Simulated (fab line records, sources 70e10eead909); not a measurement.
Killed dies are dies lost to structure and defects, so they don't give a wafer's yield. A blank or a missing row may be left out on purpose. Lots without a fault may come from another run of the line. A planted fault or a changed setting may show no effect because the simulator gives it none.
Chamber matching | flow nand_harc | NHARC_P_CONTACT_DESCUM_17 on rie_diel-12: 4 sister chambers
The step chemistry O2, time 3 s. 14 wafers are shown with their chamber, then 7 later ones without.

WAFERS WITH THEIR CHAMBER
wafer  | chamber | drypump_motor_current_A (A) | rf_vpp_V (V) | throttle_valve_pct (%)
L079.1 | 3       | 6.4                         | 55.5         | 11.303
L079.2 | 0       | 5.4                         | 59.7         | 11.307
L079.3 | 2       | 5.6                         | 58.9         | 11.313
L082.1 | 1       | 5.4                         | 58.2         | 11.324
L082.3 | 3       | 6.5                         | 57.7         | 11.310
L082.6 | 3       | 6.4                         | 57.5         | 11.312
L081.1 | 0       | 5.4                         | 57.7         | 11.316
L081.5 | 3       | 6.4                         | 58.5         | 11.301
L081.6 | 0       | 5.4                         | 57.8         | 11.306
L084.1 | 0       | 5.4                         | 57.4         | 11.309
L084.4 | 1       | 5.4                         | 58.1         | 11.327
L084.6 | 0       | 5.4                         | 57.1         | 11.306
L085.2 | 1       | 5.4                         | 57.9         | 11.302
L085.4 | 3       | 6.4                         | 58.2         | 11.321

SIGNATURES (means of the wafers above)
reading                 | chamber 0 | chamber 1 | chamber 2 | chamber 3 | scatter within a chamber
drypump_motor_current_A | 5.400     | 5.400     | 5.600     | 6.420     | 0.0283
rf_vpp_V                | 57.940    | 58.067    | 58.900    | 57.480    | 0.987
throttle_valve_pct      | 11.30880  | 11.31767  | 11.31300  | 11.30940  | 0.00835
Rule: a wafer's distance from a chamber is the root of the sum, over the readings, of the square of ((its reading less the chamber's mean) divided by the reading's scatter). The wafer belongs to the nearest chamber; if the next one is less than 2 further off, it can't be placed. The scatter: the root of (the sum of the squares of (reading less its chamber's mean) over the shown wafers, divided by (wafers less chambers)).

WAFERS WITHOUT THEIR CHAMBER
wafer  | drypump_motor_current_A (A) | rf_vpp_V (V) | throttle_valve_pct (%)
L085.6 | 5.4                         | 58.0         | 11.306
L095.1 | 6.4                         | 56.8         | 11.297
L095.5 | 6.4                         | 56.3         | 11.326
L095.6 | 5.6                         | 58.4         | 11.300
L096.3 | 5.4                         | 58.7         | 11.315
L096.4 | 5.5                         | 58.6         | 11.309
L096.6 | 5.4                         | 57.1         | 11.313

WHICH CHAMBER EACH WENT THROUGH
wafer  | from the rows above          | in truth
L085.6 | can't be placed: 0 or 1      | 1
L095.1 | 3                            | 3
L095.5 | 3                            | 3
L095.6 | 2                            | 2
L096.3 | can't be placed: 1 or 0      | 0
L096.4 | can't be placed: 2 or 0 or 1 | 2
L096.6 | can't be placed: 0 or 1      | 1
Placed correctly: 3 of 7. Can't be placed from these rows: 4 (the true chamber is among the candidates in 4). Placed wrongly: 0.
